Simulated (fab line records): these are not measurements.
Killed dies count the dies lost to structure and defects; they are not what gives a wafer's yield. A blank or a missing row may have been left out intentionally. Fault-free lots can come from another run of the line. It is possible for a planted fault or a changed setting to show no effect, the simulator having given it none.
The tool behind it: which one? + flow n5_finfet + 27 wafers from 9 lots sampled at 5 of the route's 1938 steps

== WHAT THE GAUGES SHOWED, per wafer ==
Not one reading of a measure or inspect step in the record can be checked against a usual standard deviation.

== TOOL THAT RAN EACH LOT (tool first, then ch and the chambers of the sampled wafers, then the start) ==
| lot  | N5_MOL_CONTACT_COAG_ETCH_110      | N5_PASSIVATION_PASS_ETCH_74        | N5_PASSIVATION_PECVD_35         | N5_PASSIVATION_DESCUM_46           | N5_PASSIVATION_PROBE_49 |
|------|-----------------------------------|------------------------------------|---------------------------------|------------------------------------|-------------------------|
| L573 | rie_diel-04 ch 0,2, day 4 15:45   | rie_diel-05 ch 0,1,2, day 12 07:00 | pecvd-02 ch 0,1, day 12 10:34   | rie_diel-03 ch 0,1, day 12 11:14   | prober-01, day 12 14:19 |
| L574 | rie_diel-03 ch 0,1,2, day 4 22:14 | rie_diel-01 ch 0,2, day 12 12:17   | pecvd-02 ch 0,2, day 12 16:55   | rie_diel-02 ch 1,3, day 12 17:26   | prober-02, day 12 20:29 |
| L576 | rie_diel-03 ch 0,2,3, day 5 14:55 | rie_diel-05 ch 1,2,3, day 12 21:28 | pecvd-02 ch 1,2, day 13 00:15   | rie_diel-03 ch 0,1,3, day 13 00:47 | prober-02, day 13 04:18 |
| L578 | rie_diel-02 ch 0,2,3, day 5 21:02 | rie_diel-01 ch 0,1, day 13 17:09   | pecvd-01 ch 1, day 13 20:20     | rie_diel-03 ch 1,3, day 13 20:55   | prober-01, day 13 23:58 |
| L582 | rie_diel-04 ch 1,3, day 6 21:44   | rie_diel-01 ch 1,2,3, day 14 12:29 | pecvd-03 ch 0,1,2, day 14 15:53 | rie_diel-03 ch 1,2,3, day 14 16:26 | prober-01, day 14 19:35 |
| L586 | rie_diel-02 ch 0,1, day 8 00:25   | rie_diel-06 ch 0,2, day 16 10:29   | pecvd-01 ch 0,1,2, day 16 15:34 | rie_diel-03 ch 0,3, day 16 16:50   | prober-01, day 16 19:58 |
| L588 | rie_diel-03 ch 1,2, day 8 08:17   | rie_diel-05 ch 1,2,3, day 15 11:51 | pecvd-02 ch 0,1,2, day 15 14:40 | rie_diel-02 ch 0,1, day 15 15:20   | -                       |
| L595 | rie_diel-02 ch 1,3, day 10 05:14  | rie_diel-05 ch 0,3, day 17 21:41   | pecvd-02 ch 0,1, day 18 01:04   | rie_diel-03 ch 0,2, day 18 02:08   | prober-01, day 18 05:49 |
| L596 | rie_diel-02 ch 1,3, day 10 11:02  | rie_diel-01 ch 0,1,2, day 18 05:04 | pecvd-01 ch 0,1, day 18 07:44   | rie_diel-04 ch 1,2, day 18 08:23   | -                       |
- N5_MOL_CONTACT_COAG_ETCH_110: etches Si in CF4/O2, target depth 2.5 nm, time 8 s.
- N5_PASSIVATION_PASS_ETCH_74: etches SiNx in CF4/O2, target depth 220 nm, time 110 s.
- N5_PASSIVATION_PECVD_35: deposits SiNx from SiH4/NH3/N2, target thk 700 nm, time 151.3 s.
- N5_PASSIVATION_DESCUM_46: chemistry O2, time 7.9 s.
- N5_PASSIVATION_PROBE_49

== WHAT THE TOOLS THEMSELVES READ (means of the sampled wafers that have a number; where no wafer has one, the mark that the record gives instead) ==
N5_MOL_CONTACT_COAG_ETCH_110.
| lot  | tool        | O2_flow_sccm (sccm) | drypump_motor_current_A (A) | oes_product_au (a.u.) | rf_vpp_V (V) | showerhead_plenum_p_Torr (Torr) | throttle_valve_pct (%) |
|------|-------------|---------------------|-----------------------------|-----------------------|--------------|---------------------------------|------------------------|
| L573 | rie_diel-04 | 9.964               | 5.9                         | 0.71                  | 127.5        | 2.14                            | 10.88                  |
| L574 | rie_diel-03 | 9.978               | 6.1                         | 0.77                  | 125.8        | 2.20                            | 10.72                  |
| L576 | rie_diel-03 | 10.001              | 5.9                         | 0.77                  | 127.8        | 2.17                            | 10.71                  |
| L578 | rie_diel-02 | 10.009              | 5.9                         | 0.76                  | 128.5        | 2.25                            | 10.80                  |
| L582 | rie_diel-04 | 9.978               | 5.9                         | 0.87                  | 126.7        | 2.20                            | 10.43                  |
| L586 | rie_diel-02 | 10.013              | 6.2                         | 0.81                  | 127.7        | 2.18                            | 10.69                  |
| L588 | rie_diel-03 | 9.982               | 6.0                         | 0.76                  | 124.0        | 2.22                            | 10.78                  |
| L595 | rie_diel-02 | 9.983               | 5.7                         | 0.81                  | 130.2        | 2.25                            | 10.69                  |
| L596 | rie_diel-02 | 9.959               | 5.7                         | 0.80                  | 129.8        | 2.25                            | 10.68                  |

N5_PASSIVATION_PASS_ETCH_74.
| lot  | tool        | O2_flow_sccm (sccm) | drypump_motor_current_A (A) | oes_product_au (a.u.) | rf_vpp_V (V) | showerhead_plenum_p_Torr (Torr) | throttle_valve_pct (%) |
|------|-------------|---------------------|-----------------------------|-----------------------|--------------|---------------------------------|------------------------|
| L573 | rie_diel-05 | 10.017              | 5.8                         | 0.72                  | 241          | 2.17                            | 16.29                  |
| L574 | rie_diel-01 | 10.027              | 5.5                         | 0.80                  | 234          | 2.20                            | 16.00                  |
| L576 | rie_diel-05 | 9.962               | 5.4                         | 0.71                  | 244          | 2.19                            | 16.32                  |
| L578 | rie_diel-01 | 10.022              | 5.7                         | 0.75                  | 235          | 2.18                            | 16.12                  |
| L582 | rie_diel-01 | 9.994               | 6.0                         | 0.72                  | 238          | 2.13                            | 16.17                  |
| L586 | rie_diel-06 | 9.968               | 6.2                         | 0.79                  | 240          | 2.27                            | 15.86                  |
| L588 | rie_diel-05 | 10.025              | 5.4                         | 0.69                  | 244          | 2.19                            | 16.36                  |
| L595 | rie_diel-05 | 10.018              | 5.4                         | 0.73                  | 234          | 2.13                            | 16.09                  |
| L596 | rie_diel-01 | 10.028              | 5.9                         | 0.81                  | 236          | 2.22                            | 15.99                  |

N5_PASSIVATION_PECVD_35.
| lot  | tool     | heater_power_w (W) | showerhead_plenum_p_Torr (Torr) | throttle_valve_pct (%) |
|------|----------|--------------------|---------------------------------|------------------------|
| L573 | pecvd-02 | 215                | 8.65                            | 30.2                   |
| L574 | pecvd-02 | 482                | 8.66                            | 30.7                   |
| L576 | pecvd-02 | 366                | 8.67                            | 29.1                   |
| L578 | pecvd-01 | 383                | 8.77                            | 31.4                   |
| L582 | pecvd-03 | 309                | 8.65                            | 29.9                   |
| L586 | pecvd-01 | 412                | 8.69                            | 29.2                   |
| L588 | pecvd-02 | 372                | 8.67                            | 30.0                   |
| L595 | pecvd-02 | 254                | 8.66                            | 30.0                   |
| L596 | pecvd-01 | 450                | 8.67                            | 30.5                   |

N5_PASSIVATION_DESCUM_46.
| lot  | tool        | drypump_motor_current_A (A) | o2_flow_sccm (sccm) | oes_product_au (a.u.) | rf_vpp_V (V) | showerhead_plenum_p_Torr (Torr) | throttle_valve_pct (%) |
|------|-------------|-----------------------------|---------------------|-----------------------|--------------|---------------------------------|------------------------|
| L573 | rie_diel-03 | 6.4                         | 224.2               | 0.92                  | 242.3        | 2.04                            | 20.34                  |
| L574 | rie_diel-02 | 5.7                         | 226.0               | 0.79                  | 243.7        | 2.09                            | 20.34                  |
| L576 | rie_diel-03 | 6.2                         | 225.2               | 0.80                  | 241.5        | 2.01                            | 20.46                  |
| L578 | rie_diel-03 | 6.4                         | 225.4               | 0.86                  | 242.9        | 2.03                            | 20.47                  |
| L582 | rie_diel-03 | 6.1                         | 225.1               | 0.79                  | 242.4        | 2.03                            | 20.45                  |
| L586 | rie_diel-03 | 6.0                         | 225.4               | 0.79                  | 243.5        | 2.06                            | 20.39                  |
| L588 | rie_diel-02 | 6.2                         | 225.2               | 0.85                  | 242.7        | 2.03                            | 20.08                  |
| L595 | rie_diel-03 | 5.9                         | 224.9               | 0.70                  | 241.5        | 2.00                            | 20.40                  |
| L596 | rie_diel-04 | 6.2                         | 225.6               | 0.79                  | 241.9        | 2.01                            | 20.17                  |

N5_PASSIVATION_PROBE_49.
| lot  | tool      | defect_limited_yield (%) | killed_at_M0_to_M3 | killed_at_M4_up | killed_at_contacts | killed_at_front_end | killed_at_other | killed_dies | killed_on_rim | killed_open | killed_short | sort_bin_4_leakage (%) | sort_bin_5_function (%) | sort_bin_6_memory (%) | sort_bin_8_speed (%) | sort_n_pass | sort_yield_pct (%) |
|------|-----------|--------------------------|--------------------|-----------------|--------------------|---------------------|-----------------|-------------|---------------|-------------|--------------|------------------------|-------------------------|-----------------------|----------------------|-------------|--------------------|
| L573 | prober-01 | 91.0                     | 32                 | 10              | 9                  | 47                  | 8.0             | 106         | 14            | 62          | 43           | 0.00                   | 5.5                     | 3.1                   | 0.00                 | 1074        | 91.0               |
| L574 | prober-02 | 92.6                     | 28                 | 9               | 14                 | 34                  | 2.3             | 87          | 6             | 58          | 29           | 0.00                   | 4.2                     | 3.0                   | 0.00                 | 1093        | 92.6               |
| L576 | prober-02 | 93.9                     | 25                 | 9               | 9                  | 25                  | 3.3             | 71          | 9             | 46          | 25           | 0.03                   | 3.4                     | 2.5                   | 0.00                 | 1108        | 93.9               |
| L578 | prober-01 | 90.2                     | 25                 | 10              | 14                 | 60                  | 6.3             | 116         | 15            | 76          | 38           | 0.00                   | 6.0                     | 3.6                   | 0.00                 | 1064        | 90.2               |
| L582 | prober-01 | 85.9                     | 25                 | 11              | 81                 | 44                  | 4.3             | 166         | 21            | 57          | 33           | 0.00                   | 7.6                     | 3.5                   | 0.00                 | 1014        | 85.9               |
| L586 | prober-01 | 92.7                     | 25                 | 17              | 9                  | 32                  | 2.3             | 86          | 10            | 62          | 22           | 0.00                   | 4.1                     | 3.1                   | 0.00                 | 1094        | 92.7               |
| L595 | prober-01 | 90.6                     | 40                 | 10              | 11                 | 49                  | 0.7             | 111         | 14            | 77          | 32           | 0.00                   | 5.3                     | 3.7                   | 0.00                 | 1069        | 90.6               |

== THE ANSWER, worked out from the rows above alone ==
Rule: the lots themselves supply what counts as usual. The widest of any qualifying gaps counts: lots, ordered by their means at a reading, are off when they make up no more than a third of the lots, leave a main group of 4 or more, and stand apart from it by 3 or more times the standard deviation of that group's means. A main group whose means are all the same, to the digits that the tables above print for the reading, isn't used. A lot without any number at a reading at which 4 lots or more have one is off too. The other lots that the step has rows for count as sound. First the gauges in route order, then the tools' own readings, where a lot's mean is used as printed above. The first step at which some lot is off is used, and at that step the reading that is off furthest; a lot without a number counts as furthest.
Off: L582 (N5_MOL_CONTACT_COAG_ETCH_110, throttle_valve_pct). For the main group the mean is 10.74 % and the standard deviation 0.066.
A tool fits if, at that step or a process step before it, it ran every lot that is off, and no sound lot after the first of them. One fits: N5_MOL_CONTACT_COAG_ETCH_110 on rie_diel-04. A fault onset in the window from L573 (day 4 15:45, its last sound lot) to L582 (day 6 21:44, its first lot off) fits.

== WHAT THE SIMULATOR PUT IN ==
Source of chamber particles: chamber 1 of rie_diel-04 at N5_MOL_CONTACT_COAG_ETCH_110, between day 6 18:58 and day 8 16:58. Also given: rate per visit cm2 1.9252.
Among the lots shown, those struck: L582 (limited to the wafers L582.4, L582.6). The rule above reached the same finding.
